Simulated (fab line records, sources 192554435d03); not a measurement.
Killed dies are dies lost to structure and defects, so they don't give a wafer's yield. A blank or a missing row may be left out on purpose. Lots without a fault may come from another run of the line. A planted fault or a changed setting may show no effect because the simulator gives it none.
Chamber matching | flow n5_finfet | N5_BEOL_M7_CURE_75 on uv_cure-01: 3 sister chambers
The step cures SiCOH lowk, time 120 s. 6 wafers are shown with their chamber, then 7 later ones without.

WAFERS WITH THEIR CHAMBER
wafer  | chamber | wafer_temp_C_max | lamp_power_pct (%)
L075.4 | 1       | 371.8            | 52.31
L075.6 | 1       | 371.9            | 52.26
L081.4 | 0       | 371.5            | 52.33
L081.5 | 0       | 371.8            | 52.34
L082.1 | 2       | 372.1            | 52.33
L082.3 | 2       | 371.8            | 52.32

WAFERS WITHOUT THEIR CHAMBER
wafer  | wafer_temp_C_max | lamp_power_pct (%)
L082.5 | 371.6            | 52.32
L090.3 | 370.9            | 52.30
L090.4 | 370.8            | 52.28
L090.5 | 370.9            | 52.38
L094.1 | 371.4            | 52.40
L094.5 | 371.7            | 52.36
L094.6 | 371.3            | 52.37

WHICH CHAMBER EACH WENT THROUGH
wafer  | from the rows above          | in truth
L082.5 | can't be placed: 0 or 2 or 1 | 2
L090.3 | can't be placed: 0 or 1 or 2 | 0
L090.4 | can't be placed: 0 or 1 or 2 | 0
L090.5 | can't be placed: 0 or 2      | 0
L094.1 | can't be placed: 0 or 2      | 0
L094.5 | can't be placed: 0 or 2      | 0
L094.6 | can't be placed: 0 or 2      | 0
Placed correctly: 0 of 7. Can't be placed from these rows: 7 (the true chamber is among the candidates in 7). Placed wrongly: 0.
How it was worked out, from the rows above alone: a wafer's distance from a chamber is the root of the sum, over the readings, of the square of ((its reading less the chamber's mean) divided by the reading's scatter). The wafer belongs to the nearest chamber; if the next one is less than 2 further off, it can't be placed. A chamber's mean is the mean of its shown wafers. The scatter: the root of (the sum of the squares of (reading less its chamber's mean) over the shown wafers, divided by (wafers less chambers)).
